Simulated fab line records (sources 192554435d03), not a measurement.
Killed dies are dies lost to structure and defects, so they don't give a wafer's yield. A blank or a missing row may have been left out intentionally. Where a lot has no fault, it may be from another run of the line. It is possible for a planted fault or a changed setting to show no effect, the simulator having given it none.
Which tool did it? :: flow n5_finfet :: 9 lots with 27 wafers sampled at 4 steps, on a route of 1938 steps

WHAT THE GAUGES SHOWED, per wafer
N5_BEOL_M2_CD_MEAS_35: target cd 18 nm, target cd y 22.2 nm.
lot: L416
measured: day 7 18:34
on: cd_sem-02
cd_nm (nm): 18.1 17.9 18.1

lot: L417
measured: day 7 21:13
on: cd_sem-03
cd_nm (nm): 18.0 18.9 18.1

lot: L424
measured: day 10 08:58
on: cd_sem-01
cd_nm (nm): 18.2 18.3 18.3

lot: L425
measured: day 10 09:20
on: cd_sem-03
cd_nm (nm): 16.9 17.7 17.8

lot: L430
measured: day 11 08:09
on: cd_sem-02
cd_nm (nm): 19.2 18.5 18.5

lot: L431
measured: day 11 14:41
on: cd_sem-03
cd_nm (nm): 18.6 18.0 17.5

lot: L433
measured: day 12 16:29
on: cd_sem-02
cd_nm (nm): 18.2 18.1 18.7

lot: L434
measured: day 12 16:43
on: cd_sem-02
cd_nm (nm): 18.8 18.0 18.3

lot: L435
measured: day 12 23:17
on: cd_sem-02
cd_nm (nm): 17.9 18.2 18.4

EACH LOT AND THE TOOL THAT RAN IT (in order: tool; ch and the chambers of the sampled wafers; start)
lot: L416
N5_BEOL_M2_ETCH_77: rie_diel-05 ch 0,1, day 7 12:54
N5_BEOL_M2_STRIP_36: rie_diel-03 ch 0,2,3, day 7 18:12
N5_BEOL_M2_STRIP_97: rie_diel-03 ch 0,2,3, day 7 18:19

lot: L417
N5_BEOL_M2_ETCH_77: rie_diel-01 ch 0,3, day 7 19:18
N5_BEOL_M2_STRIP_36: rie_diel-05 ch 0,1, day 7 20:52
N5_BEOL_M2_STRIP_97: rie_diel-05 ch 0,1, day 7 20:58

lot: L424
N5_BEOL_M2_ETCH_77: rie_diel-03 ch 0,2,3, day 10 05:02
N5_BEOL_M2_STRIP_36: rie_diel-03 ch 0,1,3, day 10 08:36
N5_BEOL_M2_STRIP_97: rie_diel-03 ch 0,1,3, day 10 08:43

lot: L425
N5_BEOL_M2_ETCH_77: rie_diel-05 ch 0,3, day 10 06:56
N5_BEOL_M2_STRIP_36: rie_diel-03 ch 0,1,3, day 10 08:59
N5_BEOL_M2_STRIP_97: rie_diel-03 ch 0,1,3, day 10 09:06

lot: L430
N5_BEOL_M2_ETCH_77: rie_diel-05 ch 1,2,3, day 11 04:22
N5_BEOL_M2_STRIP_36: rie_diel-01 ch 0,1,3, day 11 07:49
N5_BEOL_M2_STRIP_97: rie_diel-01 ch 0,1,3, day 11 07:55

lot: L431
N5_BEOL_M2_ETCH_77: rie_diel-01 ch 0,1, day 11 08:56
N5_BEOL_M2_STRIP_36: rie_diel-05 ch 0,3, day 11 14:20
N5_BEOL_M2_STRIP_97: rie_diel-05 ch 0,3, day 11 14:26

lot: L433
N5_BEOL_M2_ETCH_77: rie_diel-01 ch 0,2,3, day 11 19:20
N5_BEOL_M2_STRIP_36: rie_diel-05 ch 0,1, day 12 16:07
N5_BEOL_M2_STRIP_97: rie_diel-05 ch 0,1, day 12 16:14

lot: L434
N5_BEOL_M2_ETCH_77: rie_diel-01 ch 0,2,3, day 12 10:02
N5_BEOL_M2_STRIP_36: rie_diel-03 ch 1,2,3, day 12 16:22
N5_BEOL_M2_STRIP_97: rie_diel-03 ch 1,2,3, day 12 16:29

lot: L435
N5_BEOL_M2_ETCH_77: rie_diel-03 ch 1,2,3, day 12 21:55
N5_BEOL_M2_STRIP_36: rie_diel-03 ch 0,3, day 12 22:56
N5_BEOL_M2_STRIP_97: rie_diel-03 ch 0,3, day 12 23:02
- N5_BEOL_M2_ETCH_77: etches underlayer in N2/H2, target depth 6.5 nm, time 5.2 s.
- N5_BEOL_M2_STRIP_36: strips in N2/H2.
- N5_BEOL_M2_STRIP_97: strips in N2/H2, time 10 s.

THE ANSWER, worked out from the rows above alone
Rule: usual is defined by the lots themselves. The widest of any qualifying gaps counts: lots, ordered by their means at a reading, are off when they make up no more than a third of the lots, leave a main group of 4 or more, and stand apart from it by 3 or more times the standard deviation of that group's means. A main group whose means are all the same, to the digits that the tables above print for the reading, isn't used. Also off: a lot with no number at a reading for which 4 or more lots have one. Where the step has rows for the other lots, those lots are counted as sound.
No lot is off on any of the readings shown, so nothing can be concluded from this.

WHAT THE SIMULATOR HAD INSERTED
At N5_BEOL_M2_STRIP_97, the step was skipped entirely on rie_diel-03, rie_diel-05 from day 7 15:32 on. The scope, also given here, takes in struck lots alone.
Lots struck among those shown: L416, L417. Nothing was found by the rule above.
